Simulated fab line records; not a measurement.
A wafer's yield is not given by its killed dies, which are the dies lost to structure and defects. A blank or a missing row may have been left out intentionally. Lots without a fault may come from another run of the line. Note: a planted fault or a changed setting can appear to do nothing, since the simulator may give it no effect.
Chamber matching || flow n5 finfet || N5_BEOL_M0_CUTY_ETCH_62 on rie diel-05: 4 sister chambers
The step etches SiARC in CF4, time 58.5 s. 4 wafers are shown with their chamber, then 8 later ones without.

WAFERS WITH THEIR CHAMBER
{"wafer": "L086.3", "chamber": 2, "showerhead plenum p Torr (Torr)": 2.04}
{"wafer": "L086.4", "chamber": 3, "showerhead plenum p Torr (Torr)": 2.05}
{"wafer": "L086.5", "chamber": 1, "showerhead plenum p Torr (Torr)": 2.08}
{"wafer": "L087.3", "chamber": 0, "showerhead plenum p Torr (Torr)": 2.12}

WAFERS WHOSE CHAMBER IS MISSING
{"wafer": "L087.5", "showerhead plenum p Torr (Torr)": 2.04}
{"wafer": "L087.6", "showerhead plenum p Torr (Torr)": 2.05}
{"wafer": "L091.2", "showerhead plenum p Torr (Torr)": 2.12}
{"wafer": "L091.3", "showerhead plenum p Torr (Torr)": 2.05}
{"wafer": "L091.6", "showerhead plenum p Torr (Torr)": 2.07}
{"wafer": "L096.2", "showerhead plenum p Torr (Torr)": 2.04}
{"wafer": "L096.3", "showerhead plenum p Torr (Torr)": 2.03}
{"wafer": "L096.5", "showerhead plenum p Torr (Torr)": 2.04}

EACH ONE'S CHAMBER
{"wafer": "L087.5", "from the rows above": "can't be placed: 2 or 3", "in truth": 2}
{"wafer": "L087.6", "from the rows above": "can't be placed: 3 or 2", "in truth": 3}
{"wafer": "L091.2", "from the rows above": 0, "in truth": 0}
{"wafer": "L091.3", "from the rows above": "can't be placed: 3 or 2", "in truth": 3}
{"wafer": "L091.6", "from the rows above": "can't be placed: 1 or 3", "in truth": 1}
{"wafer": "L096.2", "from the rows above": "can't be placed: 2 or 3", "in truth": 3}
{"wafer": "L096.3", "from the rows above": "can't be placed: 2 or 3", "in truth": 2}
{"wafer": "L096.5", "from the rows above": "can't be placed: 2 or 3", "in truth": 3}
1 of 8 placed correctly. Unplaceable from these rows: 7, with the true chamber sitting among the candidates in 7. Wrongly placed: 0.
How it was worked out, from the rows above alone: a wafer's distance from a chamber is the root of the sum, over the readings, of the square of ((its reading less the chamber's mean) divided by the reading's scatter). If the next closest chamber is less than 2 further off than the closest, the wafer can't be placed; otherwise it belongs to the closest. The mean given for a chamber averages the wafers shown for that chamber. The scatter: with one shown wafer a chamber, the root of the mean of the squares of how far each hidden wafer lies from its nearest shown one.
